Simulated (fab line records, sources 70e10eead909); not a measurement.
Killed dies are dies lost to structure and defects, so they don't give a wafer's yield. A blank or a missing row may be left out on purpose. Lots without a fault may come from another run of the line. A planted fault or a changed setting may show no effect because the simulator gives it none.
fab line records | flow nand_harc
record lots=6 wafers=14 last_day=25
route steps=1159 shown P_M1@288 END@1159
lots that met no fault: from a run of the same line without faults
start_h: hours from the record's first day to the start of the lot's first wafer shown | wait_h: hours since the lot's step before | " the same as in the row above | L1.1+2: a row that stands for several wafers | - no value, or no start given | * or withheld: withheld | < > ~ a bound
route shown NAME@n: a module of which the file shows steps, and the number in the route of the first | usual: mean/standard deviation of fault-free wafers | same: alike in all rows | chamber/n: place in a boat | sites: the reading at each site | _std_site: their standard deviation | _edge_site: outer sites' mean less inner sites' | radius_mm: how far each site lies from the wafer's centre | mask NAME#n: copy n | behind: the tool/chamber that last shaped the wafer | hold: why the lot was held/for how many hours/how that ended | device: the transistor (n, p or np) that didn't switch | end of line: the same wafers' tests at the end of the route | a step without rows: its recipe alone | killed: dies lost to structure and defects at the first sort, not the wafer's yield | map: a wafer's dies, x killed, . not, _ none there
set.NAME: the setting as run; set.NAME@STEP: as run at that earlier step | model.NAME: the simulator's own value behind a step, which no gauge read
lots at some steps of the route; a table a step, a row a wafer
services: from which hour (start_h, from the record's first day; less than 0 if before it) a tool's chamber was out of use, for how many hours, and why
## steps
# step NHARC_P_M1_COAT_34
# recipe temp_c=200 time_s=65
# step NHARC_P_M1_COAT_03
# recipe spin_rpm=1500 resist_thk_nm=90
# step NHARC_P_M1_SOFTBAKE_04
# recipe temp_c=105 time_s=55
# step NHARC_P_M1_EBR_05
# step NHARC_P_M1_EXPOSE_06
# recipe na=1.35 target_cd_nm=130 dose_mj=81.88 mask_id=P_M1
# step NHARC_P_M1_PEB_07
# recipe peb_temp_c=100 peb_time_s=65
# step NHARC_P_M1_DEVELOP_08
# recipe develop_time_s=35 dev_temp_c=23
# step NHARC_P_M1_CD_MEAS_09
# recipe target_cd_nm=130 landing_energy_ev=500
# usual cd_nm=130.3/0.82
# columns lot.wafer tool chamber start_h wait_h cd_nm
L927.2 cd_sem-03 0 123.88 - 130.7
L927.4 " 0 " " 129.7
L927.5 " 0 " " 130.5
L930.2 cd_sem-01 0 134.75 - 129.7
L930.3 " 0 " " 130.5
L930.4 " 0 " " 130.6
L935.3 cd_sem-03 0 168.65 - 129.0
L936.5 cd_sem-01 0 172.46 - 130.6
L948.3 cd_sem-03 0 239.83 - 128.7
L948.4 " 0 " " 129.1
L948.5 " 0 " " 129.7
L949.1 cd_sem-02 0 253.62 - 128.9
L949.3 " 0 " " 127.6
L949.6 " 0 " " 128.4
# step NHARC_P_M1_OVL_MEAS_10
# recipe pitch_nm=260
# usual overlay_x_nm=0.1/0.98 overlay_y_nm=-0.2/0.62
# columns lot.wafer tool chamber start_h wait_h overlay_x_nm overlay_y_nm
L927.2 overlay-01 - 123.97 - 1.4 -0.4
L927.4 " - " " 1.3 -0.3
L927.5 " - " " 1.5 -0.4
L930.2 overlay-02 - 134.83 - -1.6 0.5
L930.3 " - " " -1.0 -0.1
L930.4 " - " " -1.3 0.4
L935.3 overlay-01 - 168.73 - -1.1 -0.1
L936.5 overlay-01 - 172.54 - -1.0 -0.4
L948.3 overlay-02 - 239.91 - -1.8 -0.4
L948.4 " - " " -1.1 -0.7
L948.5 " - " " -1.3 -0.9
L949.1 overlay-02 - 253.71 - 0.8 0.9
L949.3 " - " " 0.7 0.5
L949.6 " - " " 0.8 1.0
# step NHARC_P_M1_INSPECT_11
# usual raw_defect_count=4.3/2.4
# columns lot.wafer tool chamber start_h wait_h raw_defect_count
L927.2 defect_inspect-01 - 124.01 0.0 5
L927.4 " - " " 4
L927.5 " - " " 3
L930.2 defect_inspect-01 - 134.87 0.0 6
L930.3 " - " " 10
L930.4 " - " " 10
L935.3 defect_inspect-01 - 168.77 0.0 2
L936.5 defect_inspect-02 - 172.57 0.0 6
L948.3 defect_inspect-01 - 239.95 0.0 3
L948.4 " - " " 3
L948.5 " - " " 3
L949.1 defect_inspect-01 - 253.75 0.0 3
L949.3 " - " " 2
L949.6 " - " " 7
# step NHARC_P_M1_DESCUM_14
# recipe time_s=3 o2_flow_sccm=200 ar_flow_sccm=0 bias_power_w=0 chemistry=O2
# step NHARC_P_M1_ETCH_35
# recipe target_depth_a=400 overetch_a=120 time_s=43.94 ion_energy_ev=200 n2_flow_sccm=150 h2_flow_sccm=150 ar_flow_sccm=0 rf_w=400 bias_w=150 chemistry=N2/H2
# usual drypump_motor_current_A=5.7/0.54 oes_product_au=1.001/0.011 rf_vpp_V=431.3/2.8 showerhead_plenum_p_Torr=2.07/0.1 throttle_valve_pct=14.171/0.0093
# columns lot.wafer tool chamber start_h wait_h drypump_motor_current_A oes_product_au rf_hours_counter_h rf_vpp_V showerhead_plenum_p_Torr throttle_valve_pct
L927.2 rie_diel-05 3 124.28 0.2 5.2 0.983 3 433.9 2.19 14.169
L927.4 " 0 " " 6.5 1.000 3 433.3 2.14 14.164
L927.5 " 3 " " 5.2 0.990 - 435.0 2.19 14.164
L930.4 rie_diel-07 2 135.02 0.1 6.4 0.987 5 432.0 2.10 14.160
L930.3 " 3 " " 6.1 0.994 5 426.5 1.95 14.166
L930.2 " 0 " " 5.2 0.997 5 431.2 2.04 14.176
L935.3 rie_diel-07 3 168.91 0.1 6.1 1.014 8 428.6 1.95 14.178
L936.5 rie_diel-07 0 172.74 0.1 5.2 1.007 - 429.2 2.04 14.174
L948.3 rie_diel-05 1 240.11 0.1 4.7 1.009 2 434.9 2.20 14.181
L948.4 " 2 " " 6.3 1.022 2 434.9 2.21 14.163
L948.5 " 3 " " 5.3 1.000 - 435.4 2.19 14.162
L949.1 rie_diel-07 0 253.89 0.1 5.2 0.985 2 429.9 2.04 14.156
L949.3 " 1 " " 5.5 0.991 2 430.9 2.02 14.171
L949.6 " 1 " " 5.5 0.994 - 428.8 2.02 14.172
# step NHARC_P_M1_ETCH_15
# recipe target_depth_a=1825 time_s=91.2 c4f8_flow_sccm=withheld ar_flow_sccm=400 rf_w=600 bias_w=300 chemistry=C4F8/Ar
# usual oes_product_au=0.948/0.022 rf_vpp_V=442/3
# columns lot.wafer tool chamber start_h wait_h oes_product_au rf_hours_counter_h rf_vpp_V
L927.2 rie_diel-05 0 124.41 - 0.930 3 444
L927.4 " 1 " " 0.930 3 445
L927.5 " 0 " " 0.936 - 443
L930.3 rie_diel-07 1 135.10 - 0.946 5 442
L930.4 " 2 " " 0.932 5 444
L930.2 " 3 " " 0.939 5 439
L935.3 rie_diel-07 3 169.02 - 0.929 8 439
L936.5 rie_diel-07 3 172.84 - 0.935 - 438
L948.3 rie_diel-05 3 240.19 - 0.955 2 446
L948.4 " 0 " " 0.966 2 443
L948.5 " 2 " " 0.987 - 445
L949.1 rie_diel-07 0 253.98 - 0.951 2 441
L949.3 " 3 " " 0.966 2 438
L949.6 " 0 " " 0.960 - 440
# step NHARC_P_M1_CD_MEAS_16
# usual cd_nm=130.0/1
# columns lot.wafer tool chamber start_h wait_h cd_nm
L927.2 cd_sem-01 - 124.55 - 130.8
L927.4 " - " " 130.9
L927.5 " - " " 131.2
L930.2 cd_sem-02 - 135.24 - 128.7
L930.3 " - " " 130.7
L930.4 " - " " 129.7
L935.3 cd_sem-01 - 169.14 - 128.2
L936.5 cd_sem-01 - 172.95 - 129.8
L948.3 cd_sem-03 - 240.33 - 129.0
L948.4 " - " " 127.7
L948.5 " - " " 130.0
L949.1 cd_sem-02 - 254.13 - 128.5
L949.3 " - " " 127.4
L949.6 " - " " 127.6
# step NHARC_P_M1_STRIP_18
# recipe power_w=1000 n2_flow_sccm=150 h2_flow_sccm=150 ar_flow_sccm=0 bias_w=0 chemistry=N2/H2
# step NHARC_P_M1_ETCH_28
# recipe target_depth_a=300 over_etch_frac=0.3 time_s=72.99 ion_energy_ev=150 cf4_flow_sccm=50 n2_flow_sccm=100 ar_flow_sccm=150 rf_w=300 bias_w=100 chemistry=CF4/N2
# step NHARC_P_M1_STRIP_19
# recipe time_s=600 temp_c=30 chemistry=post_etch_residue_remover
# step NHARC_P_M1_DEGAS_29
# recipe temp_c=250 time_s=60
# step NHARC_P_M1_PRE_CLEAN_30
# recipe time_s=30 temp_c=280 gas=H2/He
# usual heater_power_w=412/35
# columns lot.wafer tool chamber start_h wait_h heater_power_w
L927.2 pvd_sputter-02 - - - 406
L927.4 " - " " 375
L927.5 " - " " 417
L930.4 pvd_sputter-02 - - - 379
L930.2 " - " " 421
L930.3 " - " " 367
L935.3 pvd_sputter-03 - - - 338
L936.5 pvd_sputter-02 - - - 421
L948.4 pvd_sputter-02 - - - 377
L948.3 " - " " 403
L948.5 " - " " 428
L949.1 pvd_sputter-03 - - - 402
L949.3 " - " " 334
L949.6 " - " " 449
# step NHARC_P_M1_PVD_20
# recipe target_thk_a=50 bias_v=168.6 power_w=15000 chamber_pressure_pa=0.12 time_s=8.06 substrate_temp_c=50 material=TaN
# step NHARC_P_M1_PVD_21
# recipe target_thk_a=300 chamber_pressure_pa=5 power_w=5000 substrate_temp_c=30 time_s=20.49 material=Cu
# step NHARC_P_M1_ECD_22
# recipe target_thk_a=4000 bath_temp_c=25 material=Cu
# step NHARC_P_M1_ANNEAL_31
# recipe temp_c=225 time_s=90
# usual wafer_temp_C_max=225.89/0.28
# columns lot.wafer tool chamber start_h wait_h wafer_temp_C_max
L927.2 rtp_anneal-01 0 126.05 - 226.40
L927.4 " 0 " " 226.40
L927.5 " 0 " " 226.13
L930.2 rtp_anneal-02 0 136.76 - 225.59
L930.3 " 0 " " 226.10
L930.4 " 0 " " 225.89
L935.3 rtp_anneal-02 0 170.78 - 225.88
L936.5 rtp_anneal-01 0 174.59 - 226.43
L948.3 rtp_anneal-02 0 242.05 0.5 225.65
L948.4 " 0 " " 225.68
L948.5 " 0 " " 226.13
L949.1 rtp_anneal-02 0 255.58 0.3 225.63
L949.3 " 0 " " 225.77
L949.6 " 0 " " 225.62
# step NHARC_P_M1_CMP_23
# recipe t_overpolish_s=20 target_thk_nm=157.82
# usual motor_current_A=13.1/1.3 time_to_endpoint_s=29.0/2.6
# same t_overpolish_s=20
# columns lot.wafer tool chamber start_h wait_h motor_current_A time_to_endpoint_s
L927.4 cmp-03 3 126.34 - 12.4 29.9
L927.2 " 1 " " 12.6 27.8
L927.5 " 0 " " 13.0 26.8
L930.2 cmp-04 1 137.08 - 13.7 24.8
L930.4 " 2 " " 13.5 28.0
L930.3 " 3 " " 12.8 27.7
L935.3 cmp-03 0 171.10 - 13.7 26.9
L936.5 cmp-03 0 174.84 - 12.9 25.6
L948.4 cmp-03 0 242.48 - 13.5 28.8
L948.3 " 2 " " 14.5 29.1
L948.5 " 3 " " 12.4 32.8
L949.3 cmp-02 0 255.92 - 13.4 22.4
L949.1 " 2 " " 13.3 23.8
L949.6 " 1 " " 13.2 28.2
# step NHARC_P_M1_THK_MEAS_24
# recipe thk_meas_gauge=xrf
# usual thk_nm=157.3/1.6
# columns lot.wafer tool chamber start_h wait_h thk_nm
L927.2 film_metro-02 - 126.65 - 159.0
L927.4 " - " " 158.3
L927.5 " - " " 154.9
L930.2 film_metro-02 - 137.38 - 156.9
L930.3 " - " " 157.3
L930.4 " - " " 155.9
L935.3 film_metro-01 - 171.34 - 155.2
L936.5 film_metro-01 - 175.05 - 157.5
L948.3 film_metro-01 - 242.78 - 156.0
L948.4 " - " " 156.9
L948.5 " - " " 158.3
L949.1 film_metro-01 - 256.24 - 155.1
L949.3 " - " " 153.9
L949.6 " - " " 155.4
# step NHARC_P_M1_SRD_25
# step NHARC_P_M1_PRE_CLEAN_32
# recipe time_s=12 temp_c=370 rf_power_w=300 gas=NH3
# usual heater_power_w=622/110
# columns lot.wafer tool chamber start_h wait_h hold heater_power_w since_wet_clean_h
L927.2 pecvd-03 1 126.87 0.1 - 477 3
L927.4 " 2 " " - 603 -
L927.5 " 0 " " - 692 -
L930.2 pecvd-04 0 137.61 0.1 - 447 111
L930.3 " 0 " " - 455 -
L930.4 " 2 " " - 588 -
L935.3 pecvd-04 0 175.64 4.0 await_dispo/3.8h/release 499 -
L936.5 pecvd-03 2 178.73 3.3 await_dispo/3.2h/release 615 -
L948.3 pecvd-02 2 243.24 0.3 - 506 77
L948.5 " 0 " " - 664 -
L948.4 " 1 " " - 710 -
L949.3 pecvd-02 1 256.48 0.1 - 657 90
L949.1 " 2 " " - 480 90
L949.6 " 0 " " - 638 -
# step NHARC_END_SORT_01
# recipe temp_c=25
# usual defect_limited_yield=95.6/1.6 killed_at_array=26/11 killed_at_other=0.4/0.78 killed_at_periphery=3.4/2.4 killed_dies=29/11 killed_open=3.1/1.9 killed_short=1.9/1.4 sort_bin_2_pct=1.3/0.63 sort_bin_3_pct=0.20/0.18 sort_bin_4_pct=2.8/1.1 sort_n_pass=648/11 sort_rim_yield_pct=95/3.4 sort_yield_pct=95.6/1.6
# same gross_dies=677 sort_bin_5_pct[%]=0 sort_bin_6_pct[%]=0 sort_bin_7_pct[%]=0 sort_bin_8_pct[%]=0 sort_rim_n_gross=106.00
# columns lot.wafer tool chamber start_h wait_h defect_limited_yield[%] killed_at_array killed_at_other killed_at_periphery killed_dies killed_open killed_short sort_bin_2_pct[%] sort_bin_3_pct[%] sort_bin_4_pct[%] sort_n_pass sort_rim_yield_pct[%] sort_yield_pct[%]
L935.3 prober-02 0 554.00 3.1 80.1 34 0 101 135 4 2 7.8 6.35 5.8 542 79 80.1
L936.5 prober-02 0 563.35 3.7 84.6 7 0 97 104 0 1 7.1 4.14 4.1 573 92 84.6
# killed by level:class
L935.3 P_M1:unspecified=98 A_CHANNEL_HOLE_D1:chamber_film_flake=16 A_SLIT:chamber_film_flake=6 A_STAIRCASE:chamber_film_flake=4 A_WL_FILL:chamber_film_flake=2 A_CONTACT:chamber_film_flake=2 P_GATE:geometric_particle:short=1 P_M0:geometric_particle:open=1
L936.5 P_M1:unspecified=93 P_ZERO_WELL:chamber_film_flake=3 A_STAIRCASE:chamber_film_flake=3 A_ONON_D1:geometric_particle:short=1 P_STI:chamber_film_flake=1 A_SLIT:chamber_film_flake=1 A_WL_FILL:chamber_film_flake=1 A_CONTACT:chamber_film_flake=1
# map L935.3 (x killed, . not)
____________.____________
_________......._________
_______..........._______
______.............______
_____..............._____
____..............x.x____
____...x.......x..x..____
___..................x___
___..................x___
__...................xx__
__...................x.__
_......................._
_....x.................._
_........x.............._
_......................._
_......................._
.........................
.........................
xx...............x.......
...............xxxxxxxx..
..............xxxxxxxx..x
_.x.............xxxxxxx._
_.............xxxxxxxxxx_
_..............xxxxxxxxx_
_............x.xxxxxxxxx_
_..............xxxxxxxx._
__.............xxxxxxxx__
__.....x......xxxxxxxx.__
___..xx.....x..xxxxxxx___
___...x........xxxxxxx___
____............xxxxx____
____.x.xx.......x...x____
_____.xxxx.x......x._____
______.xx....x.....______
_______xx..x......_______
_________x......_________
____________.____________
# map L936.5 (x killed, . not)
____________.____________
_________.....x._________
_______..........._______
______.............______
_____..............._____
____.................____
____.................____
___..........x........___
___...................___
__...................x.__
__.....................__
_......................._
_......................._
_......................._
_......................._
_......................._
.........................
...................x.....
.................xxxx....
.......x...x.....xxxxx...
......x.......xxxxxxx.x..
_.............xxxxxxxxx._
_..............xxxxxxx.._
_............xxxxxxxxxx._
_..............xxxxxxxxx_
_..............xxxxxxxx._
__.............xxxxxxxx__
__.............xxxxxxxx__
___............xxxxxxx___
___...........xxxxxxx.___
____...x..........x.x____
____......x.....x....____
_____..............._____
______.............______
_______.x........._______
_________..x...._________
____________.____________
## services
# columns tool chamber start_h hours kind
cmp-04 - 105.01 4.0 pm
pecvd-03 - 111.09 13.0 pm
pecvd-04 1 115.35 6.2 repair
rie_diel-07 3 127.61 2.2 repair
pecvd-04 1 130.74 51.2 repair
rie_diel-05 0 135.60 6.1 repair
cmp-03 - 137.70 0.5 repair
pvd_sputter-03 - 140.79 10.0 pm
pvd_sputter-02 - 142.52 9.4 repair
pecvd-02 0 151.00 23.6 repair
pecvd-02 - 153.28 13.0 pm
cmp-03 - 156.00 4.0 pm
rtp_anneal-02 - 162.90 3.9 repair
rie_diel-05 - 163.60 9.0 pm
cmp-03 - 164.23 0.9 repair
rie_diel-05 - 184.13 0.2 repair
cmp-03 - 186.54 4.2 repair
pecvd-04 - 195.00 13.0 pm
cmp-03 - 205.01 1.2 repair
pvd_sputter-02 - 214.00 10.0 pm
cmp-03 - 218.25 2.6 repair
rie_diel-07 - 228.20 9.0 pm
pvd_sputter-02 - 250.14 2.0 repair
cmp-03 - 254.00 4.0 pm
## key
first_sign step=NHARC_END_SORT_01 reading=killed_at_periphery direction=up sigmas=40 usual=3.4 struck=99
effect step=NHARC_END_SORT_01 reading=defect_limited_yield direction=down sigmas=8.3 usual=95.6 struck=82.3
more_kills_born_at NHARC_P_M1_ETCH_15@rie_diel-07=189
met_at NHARC_P_M1_ETCH_15
struck_wafers L935.3,L936.5
onset_between 135.10 169.02
fault kind=chamber_particle_source tool=rie_diel-07 chamber=3 onset_h=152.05 steps=NHARC_P_M1_ETCH_15 rate_per_visit_cm2=1.6443 end_h=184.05
